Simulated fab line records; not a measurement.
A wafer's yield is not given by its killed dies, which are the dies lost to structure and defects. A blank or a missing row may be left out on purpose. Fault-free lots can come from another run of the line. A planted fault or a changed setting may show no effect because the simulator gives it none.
Split-lot experiment || flow n5 finfet || 39 wafers read from 7 lots, route of 1938 steps

## ON THE SPLIT
At N5_BEOL_M12_SPUTTER_44 (material Ta, target thk 10 nm, time 16.13 s), the setting time s was moved away from the recipe's 16.13 s on 15 of the 39 wafers read, by -58.3% to -18.8%. The other wafers ran this setting at the recipe's value.

## FROM THE SPLIT TO THE READING: what the file shows between them, 3 steps
- N5_BEOL_M12_SPUTTER_45: material Cu, target thk 80 nm, time 13.33 s
- N5_BEOL_M12_ECD_47: material Cu, target thk 720 nm
- N5_BEOL_M12_ANNEAL_48: time 90 s

## THE READING
barrier field endpoint s, in s, at N5_BEOL_M12_CMP_49 (polishes, stops on SiOC, t overpolish 20.6 s, target thk 320 nm). A value of 30.4 s with a standard deviation of 1.1 s is what fault-free wafers of this fab line usually give.

{"wafer": "L076.2", "tool, chamber at the split": "pvd sputter-03, -", "time s as run, s": 10.6, "against the recipe": "-34.3%", "barrier field endpoint s, s": 26.6, "against lot-mates on the recipe": -3.7}
{"wafer": "L076.3", "tool, chamber at the split": "pvd sputter-03, -", "time s as run, s": 16.13, "against the recipe": "recipe", "barrier field endpoint s, s": 30.0, "against lot-mates on the recipe": "-"}
{"wafer": "L076.4", "tool, chamber at the split": "pvd sputter-03, -", "time s as run, s": 10.6, "against the recipe": "-34.3%", "barrier field endpoint s, s": 26.5, "against lot-mates on the recipe": -3.8}
{"wafer": "L076.1", "tool, chamber at the split": "pvd sputter-03, -", "time s as run, s": 10.6, "against the recipe": "-34.3%", "barrier field endpoint s, s": 26.4, "against lot-mates on the recipe": -3.9}
{"wafer": "L076.5", "tool, chamber at the split": "pvd sputter-03, -", "time s as run, s": 16.13, "against the recipe": "recipe", "barrier field endpoint s, s": 30.6, "against lot-mates on the recipe": "-"}
{"wafer": "L076.6", "tool, chamber at the split": "pvd sputter-03, -", "time s as run, s": 16.13, "against the recipe": "recipe", "barrier field endpoint s, s": 30.3, "against lot-mates on the recipe": "-"}
{"wafer": "L075.3", "tool, chamber at the split": "pvd sputter-02, -", "time s as run, s": 16.13, "against the recipe": "recipe", "barrier field endpoint s, s": 29.7, "against lot-mates on the recipe": "-"}
{"wafer": "L075.4", "tool, chamber at the split": "pvd sputter-02, -", "time s as run, s": 16.13, "against the recipe": "recipe", "barrier field endpoint s, s": 29.0, "against lot-mates on the recipe": "-"}
{"wafer": "L075.2", "tool, chamber at the split": "pvd sputter-02, -", "time s as run, s": 11.28, "against the recipe": "-30.1%", "barrier field endpoint s, s": 26.5, "against lot-mates on the recipe": -3.4}
{"wafer": "L075.1", "tool, chamber at the split": "pvd sputter-02, -", "time s as run, s": 11.28, "against the recipe": "-30.1%", "barrier field endpoint s, s": 25.6, "against lot-mates on the recipe": -4.3}
{"wafer": "L075.6", "tool, chamber at the split": "pvd sputter-02, -", "time s as run, s": 16.13, "against the recipe": "recipe", "barrier field endpoint s, s": 30.9, "against lot-mates on the recipe": "-"}
{"wafer": "L075.5", "tool, chamber at the split": "pvd sputter-02, -", "time s as run, s": 11.28, "against the recipe": "-30.1%", "barrier field endpoint s, s": 26.1, "against lot-mates on the recipe": -3.8}
{"wafer": "L078.2", "tool, chamber at the split": "pvd sputter-02, -", "time s as run, s": 7.04, "against the recipe": "-56.4%", "barrier field endpoint s, s": 25.0, "against lot-mates on the recipe": -5.8}
{"wafer": "L078.3", "tool, chamber at the split": "pvd sputter-02, -", "time s as run, s": 16.13, "against the recipe": "recipe", "barrier field endpoint s, s": 31.3, "against lot-mates on the recipe": "-"}
{"wafer": "L078.4", "tool, chamber at the split": "pvd sputter-02, -", "time s as run, s": 7.04, "against the recipe": "-56.4%", "barrier field endpoint s, s": 21.5, "against lot-mates on the recipe": -9.3}
{"wafer": "L078.1", "tool, chamber at the split": "pvd sputter-02, -", "time s as run, s": 16.13, "against the recipe": "recipe", "barrier field endpoint s, s": 30.1, "against lot-mates on the recipe": "-"}
{"wafer": "L078.6", "tool, chamber at the split": "pvd sputter-02, -", "time s as run, s": 7.04, "against the recipe": "-56.4%", "barrier field endpoint s, s": 24.8, "against lot-mates on the recipe": -6.0}
{"wafer": "L078.5", "tool, chamber at the split": "pvd sputter-02, -", "time s as run, s": 16.13, "against the recipe": "recipe", "barrier field endpoint s, s": 31.0, "against lot-mates on the recipe": "-"}
{"wafer": "L081.3", "tool, chamber at the split": "pvd sputter-03, -", "time s as run, s": 16.13, "against the recipe": "recipe", "barrier field endpoint s, s": 30.0, "against lot-mates on the recipe": "-"}
{"wafer": "L081.1", "tool, chamber at the split": "pvd sputter-03, -", "time s as run, s": 6.726, "against the recipe": "-58.3%", "barrier field endpoint s, s": 23.0, "against lot-mates on the recipe": -6.8}
{"wafer": "L081.2", "tool, chamber at the split": "pvd sputter-03, -", "time s as run, s": 6.726, "against the recipe": "-58.3%", "barrier field endpoint s, s": 23.2, "against lot-mates on the recipe": -6.6}
{"wafer": "L081.4", "tool, chamber at the split": "pvd sputter-03, -", "time s as run, s": 16.13, "against the recipe": "recipe", "barrier field endpoint s, s": 30.1, "against lot-mates on the recipe": "-"}
{"wafer": "L081.5", "tool, chamber at the split": "pvd sputter-03, -", "time s as run, s": 6.726, "against the recipe": "-58.3%", "barrier field endpoint s, s": 23.6, "against lot-mates on the recipe": -6.2}
{"wafer": "L081.6", "tool, chamber at the split": "pvd sputter-03, -", "time s as run, s": 16.13, "against the recipe": "recipe", "barrier field endpoint s, s": 29.3, "against lot-mates on the recipe": "-"}
{"wafer": "L079.4", "tool, chamber at the split": "pvd sputter-03, -", "time s as run, s": 16.13, "against the recipe": "recipe", "barrier field endpoint s, s": 31.4, "against lot-mates on the recipe": "-"}
{"wafer": "L079.3", "tool, chamber at the split": "pvd sputter-03, -", "time s as run, s": 16.13, "against the recipe": "recipe", "barrier field endpoint s, s": 30.6, "against lot-mates on the recipe": "-"}
{"wafer": "L079.2", "tool, chamber at the split": "pvd sputter-03, -", "time s as run, s": 16.13, "against the recipe": "recipe", "barrier field endpoint s, s": 30.1, "against lot-mates on the recipe": "-"}
{"wafer": "L079.1", "tool, chamber at the split": "pvd sputter-03, -", "time s as run, s": 16.13, "against the recipe": "recipe", "barrier field endpoint s, s": 31.4, "against lot-mates on the recipe": "-"}
{"wafer": "L079.6", "tool, chamber at the split": "pvd sputter-03, -", "time s as run, s": 16.13, "against the recipe": "recipe", "barrier field endpoint s, s": 30.1, "against lot-mates on the recipe": "-"}
{"wafer": "L079.5", "tool, chamber at the split": "pvd sputter-03, -", "time s as run, s": 16.13, "against the recipe": "recipe", "barrier field endpoint s, s": 31.9, "against lot-mates on the recipe": "-"}
{"wafer": "L084.1", "tool, chamber at the split": "pvd sputter-02, -", "time s as run, s": 16.13, "against the recipe": "recipe", "barrier field endpoint s, s": 31.5, "against lot-mates on the recipe": "-"}
{"wafer": "L084.6", "tool, chamber at the split": "pvd sputter-02, -", "time s as run, s": 16.13, "against the recipe": "recipe", "barrier field endpoint s, s": 30.1, "against lot-mates on the recipe": "-"}
{"wafer": "L084.5", "tool, chamber at the split": "pvd sputter-02, -", "time s as run, s": 16.13, "against the recipe": "recipe", "barrier field endpoint s, s": 29.4, "against lot-mates on the recipe": "-"}
{"wafer": "L095.3", "tool, chamber at the split": "pvd sputter-01, -", "time s as run, s": 13.09, "against the recipe": "-18.8%", "barrier field endpoint s, s": 27.2, "against lot-mates on the recipe": -3.9}
{"wafer": "L095.2", "tool, chamber at the split": "pvd sputter-01, -", "time s as run, s": 16.13, "against the recipe": "recipe", "barrier field endpoint s, s": 32.7, "against lot-mates on the recipe": "-"}
{"wafer": "L095.4", "tool, chamber at the split": "pvd sputter-01, -", "time s as run, s": 13.09, "against the recipe": "-18.8%", "barrier field endpoint s, s": 27.6, "against lot-mates on the recipe": -3.5}
{"wafer": "L095.1", "tool, chamber at the split": "pvd sputter-01, -", "time s as run, s": 13.09, "against the recipe": "-18.8%", "barrier field endpoint s, s": 26.4, "against lot-mates on the recipe": -4.7}
{"wafer": "L095.5", "tool, chamber at the split": "pvd sputter-01, -", "time s as run, s": 16.13, "against the recipe": "recipe", "barrier field endpoint s, s": 29.4, "against lot-mates on the recipe": "-"}
{"wafer": "L095.6", "tool, chamber at the split": "pvd sputter-01, -", "time s as run, s": 16.13, "against the recipe": "recipe", "barrier field endpoint s, s": 31.2, "against lot-mates on the recipe": "-"}

FIT RESULTS
A straight line over all 39 wafers: barrier field endpoint s changes by +0.124 s for each +1% of time s; r = +0.94; the points scatter about the line by 0.95 s.
The same after taking each lot's own level away (the mean of its wafers on the recipe; 39 wafers): +0.119 s for each +1%; r = +0.94; scatter 0.95 s.
Per that fit: largest time s move, reading shift of 6.9 s.
Measured against the standard deviation above, the lots' own levels, which go from 29.80 to 31.10 s, span 1.2 times it.
The two slopes agree, so the slope changes little with the lot-to-lot level.
Check: -7.11 s against its lot-mates is what the line predicts for one of the wafers moved furthest among these (-58.3%) when that wafer is left out of the fit. It came out at -6.8 s against them.

## THE OTHER SPLITS THESE WAFERS WENT THROUGH
Note: prior to the reading, these wafers also went through further splits. Each is held against what the fit with the lots' levels taken away leaves over:
{"other split on the same wafers": "N5_BEOL_M9_CVD_78 target thk a", "wafers away from the commonest value": 15, "r with barrier field endpoint s (lot level and that fit taken away)": -0.03}

## THE WHOLE CHAIN: every reading that the file lists as answering this split, in the file's order
{"step": "N5_BEOL_M12_SPUTTER_44", "what it does": "material Ta, target thk 10 nm, time 16.13 s", "reading": "Ta_of_BEOL_M12_SPUTTER_44.thk nm (the simulator's own value, which no gauge read)", "change (the file's fit)": "+0.0982 nm for each +1% of the setting", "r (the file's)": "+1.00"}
{"step": "N5_BEOL_M12_CMP_49", "what it does": "polishes, stops on SiOC, t overpolish 20.6 s, target thk 320 nm", "reading": "barrier field endpoint s", "change (the file's fit)": "+0.122 s for each +1% of the setting", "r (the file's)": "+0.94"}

## FILE'S OWN FIT
barrier field endpoint s changes by +0.122 s for each +1% of time s, r = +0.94.
